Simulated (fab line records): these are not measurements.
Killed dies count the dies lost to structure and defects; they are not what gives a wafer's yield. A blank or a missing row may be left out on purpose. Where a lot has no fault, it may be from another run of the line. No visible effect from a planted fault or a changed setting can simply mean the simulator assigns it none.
Matching of chambers || flow nandHarc || 4 sister chambers for NHARC_P_CONTACT_CMP_01 on cmp-04
The step polishes SiO2, target thk 200 nm. 8 wafers are shown with their chamber, then 7 later ones without.

== WAFERS WITH THEIR CHAMBER ==
{"wafer": "L078.1", "chamber": 1, "motorCurrentA (A)": 13.5, "retainingRingPressureFrac": 1.001}
{"wafer": "L080.1", "chamber": 0, "motorCurrentA (A)": 12.4, "retainingRingPressureFrac": 0.994}
{"wafer": "L080.6", "chamber": 3, "motorCurrentA (A)": 11.2, "retainingRingPressureFrac": 0.994}
{"wafer": "L082.3", "chamber": 1, "motorCurrentA (A)": 13.1, "retainingRingPressureFrac": 1.001}
{"wafer": "L082.4", "chamber": 3, "motorCurrentA (A)": 11.3, "retainingRingPressureFrac": 1.001}
{"wafer": "L082.6", "chamber": 2, "motorCurrentA (A)": 12.1, "retainingRingPressureFrac": 0.996}
{"wafer": "L086.1", "chamber": 2, "motorCurrentA (A)": 12.3, "retainingRingPressureFrac": 1.010}
{"wafer": "L086.2", "chamber": 0, "motorCurrentA (A)": 12.3, "retainingRingPressureFrac": 0.991}

== WAFERS WITHOUT THEIR CHAMBER ==
{"wafer": "L086.3", "motorCurrentA (A)": 12.9, "retainingRingPressureFrac": 1.006}
{"wafer": "L091.3", "motorCurrentA (A)": 10.9, "retainingRingPressureFrac": 1.003}
{"wafer": "L091.4", "motorCurrentA (A)": 12.6, "retainingRingPressureFrac": 1.004}
{"wafer": "L091.5", "motorCurrentA (A)": 12.5, "retainingRingPressureFrac": 1.003}
{"wafer": "L095.2", "motorCurrentA (A)": 12.9, "retainingRingPressureFrac": 1.009}
{"wafer": "L095.5", "motorCurrentA (A)": 10.8, "retainingRingPressureFrac": 0.998}
{"wafer": "L095.6", "motorCurrentA (A)": 12.0, "retainingRingPressureFrac": 1.010}

== WHICH CHAMBER EACH WENT THROUGH ==
{"wafer": "L086.3", "from the rows above": "can't be placed: 1 or 0 or 2", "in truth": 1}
{"wafer": "L091.3", "from the rows above": 3, "in truth": 3}
{"wafer": "L091.4", "from the rows above": "can't be placed: 2 or 0 or 1", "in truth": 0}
{"wafer": "L091.5", "from the rows above": "can't be placed: 2 or 0", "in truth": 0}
{"wafer": "L095.2", "from the rows above": "can't be placed: 1 or 2 or 0", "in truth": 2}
{"wafer": "L095.5", "from the rows above": 3, "in truth": 3}
{"wafer": "L095.6", "from the rows above": 2, "in truth": 2}
3 of 7 placed correctly. Unplaceable from these rows: 4, with the true chamber sitting among the candidates in 4. Number placed wrongly: 0.
How it was worked out, from the rows above alone: a wafer's distance from a chamber is the root of the sum, over the readings, of the square of ((its reading less the chamber's mean) divided by the reading's scatter). The wafer belongs to the nearest chamber; if the next one is less than 2 further off, it can't be placed. Each chamber's mean is taken over the wafers shown for it. How the scatter is found: for the shown wafers, subtract from each reading the mean of its chamber, square and add these, divide the total by (wafers less chambers), then take the root.
